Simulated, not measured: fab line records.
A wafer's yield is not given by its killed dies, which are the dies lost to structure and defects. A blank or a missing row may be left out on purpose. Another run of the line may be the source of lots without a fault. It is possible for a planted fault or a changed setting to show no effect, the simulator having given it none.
Matching of chambers / flow n5_finfet / N5_HKMG_FIN_ETCH_31 on rie_diel-01 has 4 sister chambers
The step etches SiARC in CF4, target depth 45.5 nm, time 75.8 s. 20 wafers are shown with their chamber, then 10 later ones without.

WAFERS WITH THEIR CHAMBER
wafer=L074.1; chamber=0; showerhead_plenum_p_Torr (Torr)=2.21; drypump_motor_current_A (A)=5.31; oes_product_au (a.u.)=0.62
wafer=L074.2; chamber=2; showerhead_plenum_p_Torr (Torr)=2.06; drypump_motor_current_A (A)=5.76; oes_product_au (a.u.)=0.64
wafer=L074.6; chamber=0; showerhead_plenum_p_Torr (Torr)=2.22; drypump_motor_current_A (A)=5.32; oes_product_au (a.u.)=0.63
wafer=L075.2; chamber=0; showerhead_plenum_p_Torr (Torr)=2.21; drypump_motor_current_A (A)=5.33; oes_product_au (a.u.)=0.62
wafer=L075.3; chamber=2; showerhead_plenum_p_Torr (Torr)=2.05; drypump_motor_current_A (A)=5.76; oes_product_au (a.u.)=0.64
wafer=L075.5; chamber=2; showerhead_plenum_p_Torr (Torr)=2.05; drypump_motor_current_A (A)=5.77; oes_product_au (a.u.)=0.65
wafer=L080.3; chamber=3; showerhead_plenum_p_Torr (Torr)=2.09; drypump_motor_current_A (A)=5.25; oes_product_au (a.u.)=0.83
wafer=L080.4; chamber=0; showerhead_plenum_p_Torr (Torr)=2.21; drypump_motor_current_A (A)=5.35; oes_product_au (a.u.)=0.63
wafer=L080.5; chamber=1; showerhead_plenum_p_Torr (Torr)=2.04; drypump_motor_current_A (A)=5.64; oes_product_au (a.u.)=0.60
wafer=L081.4; chamber=2; showerhead_plenum_p_Torr (Torr)=2.05; drypump_motor_current_A (A)=5.77; oes_product_au (a.u.)=0.63
wafer=L081.5; chamber=0; showerhead_plenum_p_Torr (Torr)=2.21; drypump_motor_current_A (A)=5.34; oes_product_au (a.u.)=0.61
wafer=L081.6; chamber=3; showerhead_plenum_p_Torr (Torr)=2.09; drypump_motor_current_A (A)=5.25; oes_product_au (a.u.)=0.82
wafer=L082.1; chamber=0; showerhead_plenum_p_Torr (Torr)=2.21; drypump_motor_current_A (A)=5.32; oes_product_au (a.u.)=0.61
wafer=L082.2; chamber=3; showerhead_plenum_p_Torr (Torr)=2.09; drypump_motor_current_A (A)=5.26; oes_product_au (a.u.)=0.81
wafer=L082.4; chamber=1; showerhead_plenum_p_Torr (Torr)=2.04; drypump_motor_current_A (A)=5.66; oes_product_au (a.u.)=0.60
wafer=L084.4; chamber=3; showerhead_plenum_p_Torr (Torr)=2.09; drypump_motor_current_A (A)=5.25; oes_product_au (a.u.)=0.80
wafer=L084.5; chamber=2; showerhead_plenum_p_Torr (Torr)=2.05; drypump_motor_current_A (A)=5.78; oes_product_au (a.u.)=0.63
wafer=L084.6; chamber=1; showerhead_plenum_p_Torr (Torr)=2.04; drypump_motor_current_A (A)=5.62; oes_product_au (a.u.)=0.60
wafer=L088.1; chamber=0; showerhead_plenum_p_Torr (Torr)=2.21; drypump_motor_current_A (A)=5.32; oes_product_au (a.u.)=0.60
wafer=L088.3; chamber=3; showerhead_plenum_p_Torr (Torr)=2.08; drypump_motor_current_A (A)=5.25; oes_product_au (a.u.)=0.78

SIGNATURES (averages over the wafers above)
reading=showerhead_plenum_p_Torr; chamber 0=2.2114; chamber 1=2.0400; chamber 2=2.0520; chamber 3=2.0880; scatter within a chamber=0.00392
reading=drypump_motor_current_A; chamber 0=5.3271; chamber 1=5.6400; chamber 2=5.7680; chamber 3=5.2520; scatter within a chamber=0.012
reading=oes_product_au; chamber 0=0.6171; chamber 1=0.6000; chamber 2=0.6380; chamber 3=0.8080; scatter within a chamber=0.0125
Rule: a wafer's distance from a chamber is the root of the sum, over the readings, of the square of ((its reading less the chamber's mean) divided by the reading's scatter). If the next closest chamber is less than 2 further off than the closest, the wafer can't be placed; otherwise it belongs to the closest. How the scatter is found: for the shown wafers, subtract from each reading the mean of its chamber, square and add these, divide the total by (wafers less chambers), then take the root.

WAFERS WITHOUT THEIR CHAMBER
wafer=L088.5; showerhead_plenum_p_Torr (Torr)=2.21; drypump_motor_current_A (A)=5.34; oes_product_au (a.u.)=0.61
wafer=L090.1; showerhead_plenum_p_Torr (Torr)=2.08; drypump_motor_current_A (A)=5.24; oes_product_au (a.u.)=0.77
wafer=L090.2; showerhead_plenum_p_Torr (Torr)=2.20; drypump_motor_current_A (A)=5.35; oes_product_au (a.u.)=0.60
wafer=L090.4; showerhead_plenum_p_Torr (Torr)=2.03; drypump_motor_current_A (A)=5.62; oes_product_au (a.u.)=0.59
wafer=L092.1; showerhead_plenum_p_Torr (Torr)=2.04; drypump_motor_current_A (A)=5.78; oes_product_au (a.u.)=0.62
wafer=L092.2; showerhead_plenum_p_Torr (Torr)=2.03; drypump_motor_current_A (A)=5.63; oes_product_au (a.u.)=0.58
wafer=L092.3; showerhead_plenum_p_Torr (Torr)=2.08; drypump_motor_current_A (A)=5.26; oes_product_au (a.u.)=0.77
wafer=L093.1; showerhead_plenum_p_Torr (Torr)=2.08; drypump_motor_current_A (A)=5.24; oes_product_au (a.u.)=0.75
wafer=L093.2; showerhead_plenum_p_Torr (Torr)=2.03; drypump_motor_current_A (A)=5.65; oes_product_au (a.u.)=0.59
wafer=L093.4; showerhead_plenum_p_Torr (Torr)=2.04; drypump_motor_current_A (A)=5.79; oes_product_au (a.u.)=0.62

EACH ONE'S CHAMBER
wafer=L088.5; from the rows above=0; in truth=0
wafer=L090.1; from the rows above=3; in truth=3
wafer=L090.2; from the rows above=0; in truth=0
wafer=L090.4; from the rows above=1; in truth=1
wafer=L092.1; from the rows above=2; in truth=2
wafer=L092.2; from the rows above=1; in truth=1
wafer=L092.3; from the rows above=3; in truth=3
wafer=L093.1; from the rows above=3; in truth=3
wafer=L093.2; from the rows above=1; in truth=1
wafer=L093.4; from the rows above=2; in truth=2
Correctly placed: 10 of 10. Number that these rows cannot place: 0. Wrongly placed: 0.
